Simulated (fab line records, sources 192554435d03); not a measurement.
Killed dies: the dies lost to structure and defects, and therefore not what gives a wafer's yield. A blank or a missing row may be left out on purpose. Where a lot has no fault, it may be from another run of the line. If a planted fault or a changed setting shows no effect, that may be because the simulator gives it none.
Comparing a struck lot with a sound one -- flow n5Finfet -- 33 out of 1938 route steps
Sound: wafers L132.1, L132.5, L132.6. Struck: wafers L130.1, L130.3, L130.4. Last of all comes the cause.
Each step with rows lists, per side, the tool, then ch with its chambers, then its first start. Under that, the readings that differ: sound wafers -- struck wafers -- difference of the means -- sigmas: that difference in standard deviations of wafers without a fault.
alike: readings whose means differ by less than 2 such deviations, and words and numbers that are the same on both sides. not compared: withheld readings, readings that some wafer has no value for, bounds like >300 that may hide the same value, and numbers for which the record gives no deviation and whose values overlap.
Wherever a step has rows on one side only, a row that says differs or no value, or a row with sigmas, the two part there. When numbers do not overlap yet have no deviation, they are printed without sigmas and do not part them. A reading that every wafer of one side lacks parts them only if that side has two wafers or more.

first, 10 steps without rows for these wafers: N5_BEOL_M4_ETCH_41 (etches SiCN in CH3F/O2, target depth 29.9 nm, time 52.5 s); N5_BEOL_M4_STRIP_97 (strips in N2/H2, time 10 s); N5_BEOL_M4_HM_STRIP_39 (strips TiN in peroxide tin strip, target depth 25 nm, time 158 s); N5_BEOL_M4_SRD_40 (time 30 s); N5_BEOL_M4_PRECLEAN_42 (cleans in residue remover, time 60 s); N5_BEOL_M4_SRD_43 (time 30 s); N5_BEOL_M4_DEGAS_44 (time 60 s); N5_BEOL_M4_PRE_CLEAN_45 (time 30 s); N5_BEOL_M4_ALD_84 (deposits TaN, pulse time 2 s, purge time 3 s, co reactant purge time 2 s); N5_BEOL_M4_SURFACE_TREAT_85.
N5_BEOL_M4_CVD_47: deposits Co from CCTBA/H2, target thk 3 nm, time 223.8 s.
  sound on cvdCo-01 ch 0,1, day 13 20:19; struck on cvdCo-01 ch 0,1,2, day 12 13:33
  no value came back on the struck wafers for chamberPressureTorr (Torr), runLengthS (s); on the sound wafers chamberPressureTorr (Torr) reads 30.00 30.16 30.00
then, 19 steps without rows for these wafers: N5_BEOL_M4_SPUTTER_48 (material Cu, target thk 4.5 nm, time 8.29 s); N5_BEOL_M4_ANNEAL_49 (time 240 s); N5_BEOL_M4_SPUTTER_79 (material Cu, target thk 4.5 nm, time 8.29 s); N5_BEOL_M4_ANNEAL_80 (time 240 s); N5_BEOL_M4_SPUTTER_81 (material Cu, target thk 4.5 nm, time 8.29 s); N5_BEOL_M4_ANNEAL_82 (time 240 s); N5_BEOL_M4_SPUTTER_86 (material Cu, target thk 4.5 nm, time 8.29 s); N5_BEOL_M4_ANNEAL_87 (time 240 s); N5_BEOL_M4_SPUTTER_88 (material Cu, target thk 4.5 nm, time 8.29 s); N5_BEOL_M4_ANNEAL_89 (time 240 s); N5_BEOL_M4_SPUTTER_90 (material Cu, target thk 4.5 nm, time 8.29 s); N5_BEOL_M4_ANNEAL_91 (time 240 s); N5_BEOL_M4_SPUTTER_92 (material Cu, target thk 4.5 nm, time 8.29 s); N5_BEOL_M4_ANNEAL_93 (time 240 s); N5_BEOL_M4_SPUTTER_94 (material Cu, target thk 4.5 nm, time 8.29 s); N5_BEOL_M4_ANNEAL_95 (time 240 s); N5_BEOL_M4_SPUTTER_96 (material Cu, target thk 4.5 nm, time 8.29 s); N5_BEOL_M4_ECD_50 (material Cu, target thk 300 nm); N5_BEOL_M4_ANNEAL_51 (time 90 s).
N5_BEOL_M4_CMP_52: polishes, stops on SiOC, t overpolish 6.8 s, target thk 40 nm.
  sound on cmp-01 ch 1,2, day 13 22:49; struck on cmp-04 ch 0,1,3, day 12 16:00
reading,sound,struck,difference,sigmas
barrierFieldEndpointS (s),24.8 24.8 25.7,21.1 20.9 21.7,-3.9,-6
model.Cu_of_BEOL_M4_ECD_50.thkNm (nm),39.2 38.6 40.2,46 46.2 46.4,+7,
  alike: motorCurrentA
N5_BEOL_M4_RC_MEAS_101:
  the record has rows for the sound wafers here (prober-02 ch 0, day 13 23:23) and none for the struck ones
-- the record jumps here: 4 days lie between the struck wafers' starts before and after (it left off in module BEOL_M4 and takes up again in module PASSIVATION, whose first step shown is number 1936 of the route) --
N5_PASSIVATION_PROBE_49:
  record: rows for the struck wafers here (prober-01, day 17 00:24), none for the sound ones

== WHERE THEY PART ==
First at N5_BEOL_M4_CVD_47; last, within this record, at N5_PASSIVATION_PROBE_49.

WHY: what the simulator had put in
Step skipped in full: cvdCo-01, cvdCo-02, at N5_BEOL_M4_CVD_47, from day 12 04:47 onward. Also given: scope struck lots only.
